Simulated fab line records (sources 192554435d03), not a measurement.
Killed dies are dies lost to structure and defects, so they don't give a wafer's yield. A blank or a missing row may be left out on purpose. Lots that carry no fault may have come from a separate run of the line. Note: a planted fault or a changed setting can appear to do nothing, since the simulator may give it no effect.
2 desks, one fault -- flow n5Finfet -- only its own numbers are on each desk; what lay behind them is given at the end

FROM THE METROLOGY DESK
Means of the sampled wafers that have a number, per lot and without regard to the tool the lot ran on: this is what the gauges read. A lot is out of limits, marked OUT, if its mean lies more than 4 standard deviations from the usual mean; the brackets give that distance. Only the readings that lie furthest out on some lot appear, 7 of the 11 it has.
Columns: A = DIBL_P at N5_BEOL_M4_RC_MEAS_101, usual 36.3 mV/V; B = IOFF_N at N5_BEOL_M4_RC_MEAS_101, usual 0.16 nA/um; C = IOFF_P at N5_BEOL_M4_RC_MEAS_101, usual 0.21 nA/um; D = ION_N at N5_BEOL_M4_RC_MEAS_101, usual 672 uA/um; E = ION_P at N5_BEOL_M4_RC_MEAS_101, usual 459 uA/um; F = VT_P at N5_BEOL_M4_RC_MEAS_101, usual -251 mV; G = cdNm at N5_BEOL_M15_CD_MEAS_17, usual 360.9 nm
lot,first seen here,A,B,C,D,E,F,G
L459,day 8 03:04,35.4,0.14,0.20,659,456,-251,359.6
L461,day 8 16:58,32.7,0.12,0.15,654,448,-254,361.2
L462,day 8 23:09,38.1,0.16,0.20,675,455,-254,362.2
L464,day 9 08:29,36.8,0.16,0.21,676,462,-250,359.7
L478,day 13 08:12,34.7,0.16,0.18,683,458,-254,361.6
L474,day 13 14:58,37.7,0.16,0.22,671,468,-247,363.3
L480,day 14 01:46,33.9,0.14,0.17,671,459,-252,361.2
L476,day 14 07:01,37.4,0.20,0.23,675,458,-250,362.1
L481,day 14 14:23,37.0,0.19,0.22,681,460,-249,359.9
Result from this desk: across the 9 lots, nothing is out of limits.

AT THE TOOL OWNER'S DESK: rieDiel-06
The tool's own readings at N5_PASSIVATION_PASS_ETCH_47 (etches SiNx in CF4/O2, target depth 770 nm, time 385 s): means of the sampled wafers that have a number, for each lot that ran on this tool. A lot is out of limits, marked OUT, if its mean lies more than 4 standard deviations from the usual mean; the brackets give that distance. 7 of its 8 readings are shown: the first one out of limits and those lying furthest out on some lot.
Columns: A = drypumpMotorCurrentA at N5_PASSIVATION_PASS_ETCH_47, usual 5.8 A; B = mfcArSccm at N5_PASSIVATION_PASS_ETCH_47, usual 100.0 sccm; C = oesProductAu at N5_PASSIVATION_PASS_ETCH_47, usual 0.79 a.u.; D = rfFwdPowerW at N5_PASSIVATION_PASS_ETCH_47, usual 534.2 W; E = rfVppV at N5_PASSIVATION_PASS_ETCH_47, usual 244 V; F = showerheadPlenumPTorr at N5_PASSIVATION_PASS_ETCH_47, usual 2.21 Torr; G = throttleValvePct at N5_PASSIVATION_PASS_ETCH_47, usual 15.89 %
lot,first seen here,A,B,C,D,E,F,G
L459,day 12 14:34,5.2,100.2,0.68,533.7,239,2.15,16.07
L464,day 14 21:23,5.4,100.1,0.76,534.7,243,2.17,15.94
L474,day 17 22:49,5.0,100.0,0.90,406.7 (-80) OUT,284 (+9.1) OUT,2.32,15.46
L476,day 18 14:30,5.4,100.1,0.84,406.3 (-80) OUT,284 (+9.1) OUT,2.30,15.89
This desk's verdict: out of limits on L474, L476, starting with L474 at day 17 22:49 (rfFwdPowerW at N5_PASSIVATION_PASS_ETCH_47). Within limits: L459, L464.

ALL TOGETHER
The tool owner's desk could have raised an alarm at day 17 22:49, on L474, L476.
From the metrology desk's view, nothing was out of limits.
The metrology desk has L474, L476 on record, within its limits.
On rieDiel-06, each named lot ran N5_PASSIVATION_PASS_ETCH_47.

WHAT HAD BEEN PUT IN BY THE SIMULATOR
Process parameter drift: rieDiel-06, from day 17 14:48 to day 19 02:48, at N5_PASSIVATION_PASS_ETCH_47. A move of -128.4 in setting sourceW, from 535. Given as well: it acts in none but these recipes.
Struck lots among those shown: L474, L476.
Delay in hours, fault start to first out-of-limits reading, by desk: the tool owner's desk at 8.
